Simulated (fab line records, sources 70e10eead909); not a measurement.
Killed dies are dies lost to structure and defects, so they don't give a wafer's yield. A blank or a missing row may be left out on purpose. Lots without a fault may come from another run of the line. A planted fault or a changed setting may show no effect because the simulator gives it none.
Which tool did it? | flow nand_harc | 24 lots, 72 wafers sampled, at 5 steps of a route of 1159

WHAT THE GAUGES READ, wafer by wafer
NHARC_A_SGD_CUT_CD_MEAS_09: target cd 100 nm. Usual: cd_nm 99.9 nm, standard deviation 0.49.
lot  | measured     | on        | cd_nm (nm)        | flag
L074 | day 13 03:25 | cd_sem-02 | 99.8 99.4 99.6    |
L076 | day 14 14:39 | cd_sem-03 | 99.2 99.6 99.9    |
L075 | day 14 11:52 | cd_sem-03 | 100.7 99.8 99.8   |
L077 | day 14 12:10 | cd_sem-01 | 99.9 100.5 100.0  |
L078 | day 14 14:20 | cd_sem-01 | 100.1 100.3 100.0 |
L079 | day 14 12:01 | cd_sem-03 | 100.0 99.5 99.6   |
L081 | day 16 03:34 | cd_sem-03 | 100.0 98.9 99.1   |
L082 | day 16 05:25 | cd_sem-02 | 100.1 100.6 100.4 |
L080 | day 16 06:27 | cd_sem-03 | 99.6 99.2 99.5    |
L084 | day 16 03:53 | cd_sem-03 | 99.5 99.4 99.5    |
L083 | day 16 03:18 | cd_sem-02 | 100.6 101.2 101.6 |
L088 | day 16 18:02 | cd_sem-03 | 99.1 100.1 99.4   |
L086 | day 16 16:19 | cd_sem-01 | 99.5 100.8 100.4  |
L085 | day 16 16:44 | cd_sem-02 | 100.9 99.7 99.5   |
L087 | day 17 09:37 | cd_sem-02 | 100.1 99.6 100.7  |
L089 | day 17 09:46 | cd_sem-03 | 99.7 100.2 100.0  |
L090 | day 17 10:01 | cd_sem-01 | 99.6 99.9 100.2   |
L091 | day 18 02:27 | cd_sem-02 | 99.7 100.0 99.8   |
L092 | day 18 02:43 | cd_sem-01 | 100.1 99.8 99.6   |
L094 | day 20 14:32 | cd_sem-02 | 100.2 99.9 99.3   |
L093 | day 20 16:40 | cd_sem-01 | 100.2 100.3 100.1 |
L096 | day 20 16:01 | cd_sem-03 | 99.8 101.4 100.2  |
L095 | day 20 18:38 | cd_sem-03 | 100.1 99.9 100.1  |
L097 | day 20 14:43 | cd_sem-02 | 100.3 100.5 100.1 |

WHICH TOOL RAN EACH LOT (tool, then ch and the chambers of the sampled wafers, then the start)
lot  | NHARC_A_STAIRCASE_TRIM_18                     | NHARC_A_STAIRCASE_ETCH_23                     | NHARC_A_STAIRCASE_ETCH_292         | NHARC_A_STAIRCASE_DEP_301
L074 | rie_diel-09 ch 2,3, day 11 00:52 or earlier   | rie_diel-11 ch 0,1,2, day 11 00:52 or earlier | rie_diel-09 ch 0,2,3, day 11 00:52 | pecvd-02 ch 0,2, day 11 05:22
L076 | rie_diel-13 ch 1,2,3, day 12 06:48 or earlier | rie_diel-13 ch 0,2,3, day 12 06:48 or earlier | rie_diel-11 ch 0,2,3, day 12 06:48 | pecvd-03 ch 0,1,2, day 12 13:08
L075 | rie_diel-11 ch 1,2,3, day 12 05:46 or earlier | rie_diel-09 ch 2,3, day 12 05:46 or earlier   | rie_diel-13 ch 0,1,3, day 12 05:46 | pecvd-01 ch 0,1,2, day 12 10:52
L077 | rie_diel-09 ch 1,2,3, day 12 06:23 or earlier | rie_diel-09 ch 1,2, day 12 06:23 or earlier   | rie_diel-09 ch 0,2,3, day 12 06:23 | pecvd-02 ch 0,1,2, day 12 11:57
L078 | rie_diel-11 ch 0,3, day 12 09:56 or earlier   | rie_diel-11 ch 1,3, day 12 09:56 or earlier   | rie_diel-09 ch 2,3, day 12 09:56   | pecvd-02 ch 0,1,2, day 12 14:26
L079 | rie_diel-13 ch 1,2, day 12 13:11 or earlier   | rie_diel-11 ch 0,1,3, day 12 13:11 or earlier | rie_diel-09 ch 2,3, day 12 13:11   | pecvd-03 ch 0,1,2, day 12 17:16
L081 | rie_diel-09 ch 0,1,3, day 13 14:52 or earlier | rie_diel-11 ch 0,1,3, day 13 14:52 or earlier | rie_diel-11 ch 1,2,3, day 13 14:52 | pecvd-02 ch 1,2, day 13 22:30
L082 | rie_diel-09 ch 0,3, day 13 15:41 or earlier   | rie_diel-11 ch 0,2,3, day 13 15:41 or earlier | rie_diel-09 ch 0,1,2, day 13 15:41 | pecvd-02 ch 0,1, day 14 00:28
L080 | rie_diel-11 ch 1,2,3, day 13 21:29 or earlier | rie_diel-09 ch 0,2,3, day 13 21:29 or earlier | rie_diel-11 ch 1,2,3, day 13 21:29 | pecvd-02 ch 0,2, day 14 02:50
L084 | rie_diel-13 ch 0,1, day 13 23:37 or earlier   | rie_diel-11 ch 1,2,3, day 13 23:37 or earlier | rie_diel-11 ch 0,1,2, day 13 23:37 | pecvd-01 ch 1,2, day 14 03:39
L083 | rie_diel-09 ch 2,3, day 14 01:22 or earlier   | rie_diel-09 ch 0,3, day 14 01:22 or earlier   | rie_diel-09 ch 1,2, day 14 01:22   | pecvd-03 ch 0,1, day 14 06:38
L088 | rie_diel-09 ch 0,3, day 14 14:01 or earlier   | rie_diel-09 ch 0,1, day 14 14:01 or earlier   | rie_diel-11 ch 0,1,3, day 14 14:01 | pecvd-02 ch 1,2, day 14 18:05
L086 | rie_diel-13 ch 0,1,2, day 14 14:08 or earlier | rie_diel-13 ch 1,2,3, day 14 14:08 or earlier | rie_diel-09 ch 0,2, day 14 14:08   | pecvd-03 ch 0,1,2, day 14 18:38
L085 | rie_diel-09 ch 0,1, day 14 17:43 or earlier   | rie_diel-13 ch 0,1,2, day 14 17:43 or earlier | rie_diel-09 ch 1,2,3, day 14 17:43 | pecvd-02 ch 0,1,2, day 14 21:48
L087 | rie_diel-13 ch 2,3, day 15 05:40 or earlier   | rie_diel-09 ch 1,2,3, day 15 05:40 or earlier | rie_diel-13 ch 0,1,3, day 15 05:40 | pecvd-01 ch 0,1,2, day 15 09:45
L089 | rie_diel-13 ch 0,1,2, day 15 11:07 or earlier | rie_diel-09 ch 1,2, day 15 11:07 or earlier   | rie_diel-13 ch 2,3, day 15 11:07   | pecvd-01 ch 0,2, day 15 15:21
L090 | rie_diel-11 ch 1,2,3, day 15 12:37 or earlier | rie_diel-11 ch 0,2, day 15 12:37 or earlier   | rie_diel-09 ch 0,2,3, day 15 12:37 | pecvd-02 ch 0,1, day 15 16:38
L091 | rie_diel-09 ch 1,2,3, day 15 23:05 or earlier | rie_diel-13 ch 1,2,3, day 15 23:05 or earlier | rie_diel-11 ch 0,1,2, day 15 23:05 | pecvd-01 ch 0,2, day 16 03:41
L092 | rie_diel-09 ch 0,3, day 16 02:53 or earlier   | rie_diel-09 ch 0,1, day 16 02:53 or earlier   | rie_diel-13 ch 1,2, day 16 02:53   | pecvd-02 ch 0,1,2, day 16 07:07
L094 | rie_diel-11 ch 1,2, day 16 13:48 or earlier   | rie_diel-13 ch 1,2,3, day 16 13:48 or earlier | rie_diel-13 ch 0,3, day 16 13:48   | pecvd-02 ch 0,2, day 16 19:56
L093 | rie_diel-09 ch 2,3, day 16 13:07 or earlier   | rie_diel-09 ch 1,2,3, day 16 13:07 or earlier | rie_diel-09 ch 0,3, day 16 13:07   | pecvd-01 ch 0,1, day 16 18:26
L096 | rie_diel-11 ch 0,1,3, day 16 22:47 or earlier | rie_diel-13 ch 1,2,3, day 16 22:47 or earlier | rie_diel-09 ch 0,3, day 16 22:47   | pecvd-03 ch 0,2, day 17 03:28
L095 | rie_diel-11 ch 2,3, day 16 22:25 or earlier   | rie_diel-11 ch 0,1,3, day 16 22:25 or earlier | rie_diel-13 ch 0,1,3, day 16 22:25 | pecvd-02 ch 0,2, day 17 03:21
L097 | rie_diel-09 ch 0,1,3, day 17 07:39 or earlier | rie_diel-13 ch 2,3, day 17 07:39 or earlier   | rie_diel-13 ch 0,1,2, day 17 07:39 | pecvd-03 ch 0,1, day 17 11:39
- NHARC_A_STAIRCASE_TRIM_18: chemistry O2, time 211.2 s.
- NHARC_A_STAIRCASE_ETCH_23: etches the open film in C4F8/O2, target depth 100 nm, time 40.5 s.
- NHARC_A_STAIRCASE_ETCH_292: etches the open film in CF4/CHF3.
- NHARC_A_STAIRCASE_DEP_301: deposits SiON, target thk 30 nm.

WHAT THE TOOLS THEMSELVES READ (means of the sampled wafers that have a number; where no wafer has one, the mark that the record gives instead)
NHARC_A_STAIRCASE_TRIM_18. Usual: drypump_motor_current_A 5.5 A, standard deviation 0.38; oes_product_au 1.000 a.u., standard deviation 0.0093; rf_vpp_V 57.8 V, standard deviation 0.88; showerhead_plenum_p_Torr 3.50 Torr, standard deviation 0.15; throttle_valve_pct 17.036 %, standard deviation 0.0093.
lot  | tool        | drypump_motor_current_A (A) | oes_product_au (a.u.) | rf_vpp_V (V) | showerhead_plenum_p_Torr (Torr) | throttle_valve_pct (%) | flag
L074 | rie_diel-09 | 5.3                         | 0.988                 | 58.4         | 3.56                            | 17.037                 |
L076 | rie_diel-13 | 5.9                         | 0.992                 | 57.7         | 3.36                            | 17.038                 |
L075 | rie_diel-11 | 5.8                         | 1.007                 | 56.9         | 3.50                            | 17.032                 |
L077 | rie_diel-09 | 5.3                         | 0.994                 | 57.1         | 3.46                            | 17.038                 |
L078 | rie_diel-11 | 5.7                         | 1.002                 | 57.0         | 3.42                            | 17.039                 |
L079 | rie_diel-13 | 5.5                         | 0.993                 | 57.8         | 3.41                            | 17.034                 |
L081 | rie_diel-09 | 5.1                         | 0.997                 | 57.4         | 3.57                            | 17.029                 |
L082 | rie_diel-09 | 5.0                         | 1.001                 | 57.7         | 3.42                            | 17.034                 |
L080 | rie_diel-11 | 5.8                         | 1.002                 | 58.0         | 3.49                            | 17.031                 |
L084 | rie_diel-13 | 5.5                         | 1.005                 | 58.3         | 3.54                            | 17.037                 |
L083 | rie_diel-09 | 5.3                         | 1.005                 | 57.4         | 3.55                            | 17.029                 |
L088 | rie_diel-09 | 5.0                         | 1.003                 | 57.7         | 3.42                            | 17.037                 |
L086 | rie_diel-13 | 5.5                         | 0.999                 | 58.1         | 3.45                            | 17.034                 |
L085 | rie_diel-09 | 5.0                         | 0.990                 | 57.8         | 3.50                            | 17.050                 |
L087 | rie_diel-13 | 6.0                         | 1.000                 | 57.4         | 3.48                            | 17.035                 |
L089 | rie_diel-13 | 5.5                         | 1.008                 | 57.6         | 3.45                            | 17.031                 |
L090 | rie_diel-11 | 5.8                         | 1.001                 | 57.5         | 3.48                            | 17.032                 |
L091 | rie_diel-09 | 5.3                         | 1.008                 | 57.5         | 3.63                            | 17.037                 |
L092 | rie_diel-09 | 5.1                         | 1.007                 | 57.5         | 3.47                            | 17.035                 |
L094 | rie_diel-11 | 5.8                         | 1.004                 | 58.2         | 3.49                            | 17.031                 |
L093 | rie_diel-09 | 5.3                         | 0.998                 | 58.2         | 3.55                            | 17.040                 |
L096 | rie_diel-11 | 5.7                         | 1.006                 | 57.9         | 3.43                            | 17.033                 |
L095 | rie_diel-11 | 5.8                         | 1.005                 | 58.0         | 3.44                            | 17.030                 |
L097 | rie_diel-09 | 5.2                         | 1.000                 | 58.0         | 3.55                            | 17.032                 |

NHARC_A_STAIRCASE_ETCH_23. Usual: oes_product_au 0.945 a.u., standard deviation 0.01; rf_vpp_V 895 V, standard deviation 5.6.
lot  | tool        | oes_product_au (a.u.) | rf_vpp_V (V) | flag
L074 | rie_diel-11 | 0.951                 | 894          |
L076 | rie_diel-13 | 0.934                 | 892          |
L075 | rie_diel-09 | 0.941                 | 897          |
L077 | rie_diel-09 | 0.936                 | 893          |
L078 | rie_diel-11 | 0.942                 | 896          |
L079 | rie_diel-11 | 0.940                 | 893          |
L081 | rie_diel-11 | 0.946                 | 893          |
L082 | rie_diel-11 | 0.944                 | 891          |
L080 | rie_diel-09 | 0.942                 | 895          |
L084 | rie_diel-11 | 0.944                 | 894          |
L083 | rie_diel-09 | 0.928                 | 894          |
L088 | rie_diel-09 | 0.944                 | 895          |
L086 | rie_diel-13 | 0.951                 | 896          |
L085 | rie_diel-13 | 0.947                 | 893          |
L087 | rie_diel-09 | 0.957                 | 900          |
L089 | rie_diel-09 | 0.953                 | 903          |
L090 | rie_diel-11 | 0.957                 | 892          |
L091 | rie_diel-13 | 0.959                 | 895          |
L092 | rie_diel-09 | 0.942                 | 901          |
L094 | rie_diel-13 | 0.947                 | 895          |
L093 | rie_diel-09 | 0.942                 | 900          |
L096 | rie_diel-13 | 0.935                 | 896          |
L095 | rie_diel-11 | 0.940                 | 892          |
L097 | rie_diel-13 | 0.951                 | 894          |

NHARC_A_STAIRCASE_ETCH_292. Usual: cf4_flow_sccm 100.0 sccm, standard deviation 0.32; drypump_motor_current_A 5.5 A, standard deviation 0.41; oes_product_au 0.953 a.u., standard deviation 0.021; rf_vpp_V 370.4 V, standard deviation 2.4; showerhead_plenum_p_Torr 1.57 Torr, standard deviation 0.072; throttle_valve_pct 16.801 %, standard deviation 0.0086.
lot  | tool        | cf4_flow_sccm (sccm) | drypump_motor_current_A (A) | oes_product_au (a.u.) | rf_vpp_V (V) | showerhead_plenum_p_Torr (Torr) | throttle_valve_pct (%) | flag
L074 | rie_diel-09 | 99.8                 | 5.2                         | 0.920                 | 370.0        | 1.56                            | 16.803                 |
L076 | rie_diel-11 | 100.1                | 5.6                         | 0.971                 | 369.2        | 1.52                            | 16.802                 |
L075 | rie_diel-13 | 99.9                 | 5.8                         | 0.960                 | 369.5        | 1.53                            | 16.806                 |
L077 | rie_diel-09 | 99.7                 | 5.1                         | 0.960                 | 369.2        | 1.56                            | 16.799                 |
L078 | rie_diel-09 | 99.7                 | 5.2                         | 0.973                 | 371.1        | 1.59                            | 16.803                 |
L079 | rie_diel-09 | 99.9                 | 5.2                         | 0.965                 | 370.6        | 1.59                            | 16.805                 |
L081 | rie_diel-11 | 100.2                | 5.7                         | 0.927                 | 370.6        | 1.56                            | 16.795                 |
L082 | rie_diel-09 | 100.2                | 5.2                         | 0.934                 | 371.1        | 1.59                            | 16.804                 |
L080 | rie_diel-11 | 100.4                | 5.7                         | 0.930                 | 369.8        | 1.56                            | 16.802                 |
L084 | rie_diel-11 | 100.0                | 5.7                         | 0.977                 | 369.5        | 1.54                            | 16.797                 |
L083 | rie_diel-09 | 100.1                | 5.3                         | 0.931                 | 372.9        | 1.62                            | 16.799                 |
L088 | rie_diel-11 | 100.2                | 5.6                         | 0.932                 | 369.5        | 1.54                            | 16.802                 |
L086 | rie_diel-09 | 100.1                | 5.1                         | 0.965                 | 369.4        | 1.55                            | 16.806                 |
L085 | rie_diel-09 | 100.2                | 5.3                         | 0.969                 | 371.7        | 1.62                            | 16.804                 |
L087 | rie_diel-13 | 100.0                | 5.7                         | 0.970                 | 371.4        | 1.61                            | 16.787                 |
L089 | rie_diel-13 | 99.9                 | 6.2                         | 0.946                 | 372.6        | 1.62                            | 16.806                 |
L090 | rie_diel-09 | 99.8                 | 5.1                         | 0.948                 | 369.3        | 1.55                            | 16.802                 |
L091 | rie_diel-11 | 99.8                 | 5.7                         | 0.939                 | 369.4        | 1.53                            | 16.796                 |
L092 | rie_diel-13 | 99.7                 | 5.6                         | 0.928                 | 368.3        | 1.50                            | 16.801                 |
L094 | rie_diel-13 | 99.8                 | 6.1                         | 0.928                 | 373.7        | 1.66                            | 16.798                 |
L093 | rie_diel-09 | 99.7                 | 5.1                         | 0.979                 | 369.7        | 1.55                            | 16.806                 |
L096 | rie_diel-09 | 99.8                 | 5.0                         | 0.956                 | 368.5        | 1.52                            | 16.810                 |
L095 | rie_diel-13 | 100.1                | 5.7                         | 0.978                 | 371.7        | 1.60                            | 16.804                 |
L097 | rie_diel-13 | 100.1                | 5.5                         | 0.972                 | 369.5        | 1.53                            | 16.791                 |

NHARC_A_STAIRCASE_DEP_301. Usual: heater_power_w 746 W, standard deviation 71.
lot  | tool     | heater_power_w (W) | flag
L074 | pecvd-02 | 735                |
L076 | pecvd-03 | 734                |
L075 | pecvd-01 | 762                |
L077 | pecvd-02 | 781                |
L078 | pecvd-02 | 779                |
L079 | pecvd-03 | 717                |
L081 | pecvd-02 | 783                |
L082 | pecvd-02 | 772                |
L080 | pecvd-02 | 745                |
L084 | pecvd-01 | 770                |
L083 | pecvd-03 | 671                |
L088 | pecvd-02 | 734                |
L086 | pecvd-03 | 692                |
L085 | pecvd-02 | 764                |
L087 | pecvd-01 | 763                |
L089 | pecvd-01 | 859                |
L090 | pecvd-02 | 679                |
L091 | pecvd-01 | 776                |
L092 | pecvd-02 | 737                |
L094 | pecvd-02 | 776                |
L093 | pecvd-01 | 741                |
L096 | pecvd-03 | 632                |
L095 | pecvd-02 | 791                |
L097 | pecvd-03 | 674                |

THE ANSWER, worked out from the rows above alone
Rule: a lot is off if the mean of its wafers that have a number lies more than 3 standard deviations from the usual mean. A lot without any number at a reading at which 4 lots or more have one is off too. The other lots that the step has rows for count as sound. The gauges are gone through in route order, then the tools' own readings, and for those a lot's mean is taken as printed above. The first step at which some lot is off is used, and at that step the reading that is off furthest; a lot without a number counts as furthest.
No lot is off at any reading shown: from this, nothing can be told.

WHAT THE SIMULATOR HAD PUT IN
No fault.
